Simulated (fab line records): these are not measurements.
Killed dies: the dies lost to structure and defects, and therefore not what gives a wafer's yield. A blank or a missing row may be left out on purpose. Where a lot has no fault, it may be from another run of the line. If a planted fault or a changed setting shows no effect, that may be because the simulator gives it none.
Struck lot and sound lot, side by side -- flow n5-finfet -- 13 out of 1938 route steps
Sound: the wafers L312.3, L312.4, L312.6. Wafers L316.2, L316.3, L316.5 were the ones struck. The cause comes at the end.
At each step with rows: each side's tool, then ch and its chambers, then its first start. Under that, the readings that differ: sound wafers -- struck wafers -- difference of the means -- sigmas: that difference in standard deviations of wafers without a fault.
alike: a reading whose means differ by less than 2 such deviations, as well as words and numbers matching on both sides. not compared: withheld readings; readings where some wafer has no value; bounds like >300 that might hide an equal value; numbers whose values overlap and for which the record gives no deviation.
Wherever a step has rows on one side only, a row that says differs or no value, or a row with sigmas, the two part there. Numbers that have no deviation but don't overlap get no sigmas and don't part them. A reading missing from all wafers of one side parts the sides only when that side holds two or more wafers.

first, 3 steps without rows for these wafers: N5_BEOL_M6_EXPOSE_25 (exposes mask V5, target cd 40 nm); N5_BEOL_M6_PEB_26 (peb time 60 s); N5_BEOL_M6_DEVELOP_27 (develop time 30 s).
N5_BEOL_M6_CD_MEAS_28: the cd target is 40 nm.
  sound on cd-sem-02 ch 0, day 11 22:10; struck on cd-sem-02 ch 0, day 13 23:01
  alike: cd-nm
N5_BEOL_M6_OVL_MEAS_29:
  sound on overlay-02 ch 0, day 11 22:13; struck on overlay-02 ch 0, day 13 23:02
  alike: V5_OVL
N5_BEOL_M6_DESCUM_33: chemistry O2, time 7 s.
  sound on rie-diel-05 ch 0,2, day 11 22:31; struck on rie-diel-05 ch 0,1,2, day 13 23:33
  alike: drypump-motor-current-A, oes-product-au, rf-vpp-V, showerhead-plenum-p-Torr, throttle-valve-pct
  not compared: rf-hours-counter-h
N5_BEOL_M6_ETCH_72: etches underlayer in N2/H2, target depth 6.5 nm, time 5.2 s.
  sound on rie-diel-05 ch 0,2, day 11 22:34; struck on rie-diel-05 ch 0,1,2, day 13 23:35
  alike: drypump-motor-current-A, etch-rf-on-time-s, h2-flow-sccm, oes-product-au, rf-vpp-V, showerhead-plenum-p-Torr, throttle-valve-pct
  not compared: rf-hours-counter-h
N5_BEOL_M6_ETCH_65: etches SiARC in CF4, target depth 15.6 nm, time 26 s.
  sound on rie-diel-05 ch 0,2, day 11 22:34; struck on rie-diel-05 ch 0,1,2, day 13 23:36
  alike: drypump-motor-current-A, etch-rf-on-time-s, oes-product-au, rf-vpp-V, showerhead-plenum-p-Torr, throttle-valve-pct
  not compared: rf-hours-counter-h
N5_BEOL_M6_ETCH_66: etches SOC in N2/H2, target depth 80 nm, overetch 16 nm, time 120 s.
  sound on rie-diel-05 ch 0,2, day 11 22:36; struck on rie-diel-05 ch 0,1,2, day 13 23:38
  alike: drypump-motor-current-A, h2-flow-sccm, oes-product-au, rf-vpp-V, showerhead-plenum-p-Torr, throttle-valve-pct
  not compared: rf-hours-counter-h
then, 2 steps without rows for these wafers: N5_BEOL_M6_STRIP_69 (strips in N2/H2); N5_BEOL_M6_STRIP_73 (strips in N2/H2).
N5_BEOL_M6_VIA_ETCH_34: etches SiCOH lowk in C4F6/O2, target depth 126.3 nm, time 50.9 s.
  sound on rie-diel-05 ch 0,2, day 11 22:42; struck on rie-diel-05 ch 0,1,2, day 13 23:44
reading,sound,struck,difference,sigmas
oes-product-au (a.u.),0.83 0.83 0.80,0.51 0.56 0.57,-0.27,-4
model.etch.depth-nm (nm),124.8 125.6 127.4,69.85 68.95 66.26,-57.58,
model.SOC_of_BEOL_M6_COAT_63.thk-nm (nm),54 53.8 53.8,56.8 56.6 56.8,+2.9,
  alike: drypump-motor-current-A, rf-vpp-V, showerhead-plenum-p-Torr, throttle-valve-pct
  not compared: rf-hours-counter-h
then, 1 step without rows for these wafers: N5_BEOL_M6_STRIP_76 (strips in C4F6/O2).

== WHERE THEY PART ==
Only at N5_BEOL_M6_VIA_ETCH_34, as far as this record shows.

WHY: the cause the simulator had injected
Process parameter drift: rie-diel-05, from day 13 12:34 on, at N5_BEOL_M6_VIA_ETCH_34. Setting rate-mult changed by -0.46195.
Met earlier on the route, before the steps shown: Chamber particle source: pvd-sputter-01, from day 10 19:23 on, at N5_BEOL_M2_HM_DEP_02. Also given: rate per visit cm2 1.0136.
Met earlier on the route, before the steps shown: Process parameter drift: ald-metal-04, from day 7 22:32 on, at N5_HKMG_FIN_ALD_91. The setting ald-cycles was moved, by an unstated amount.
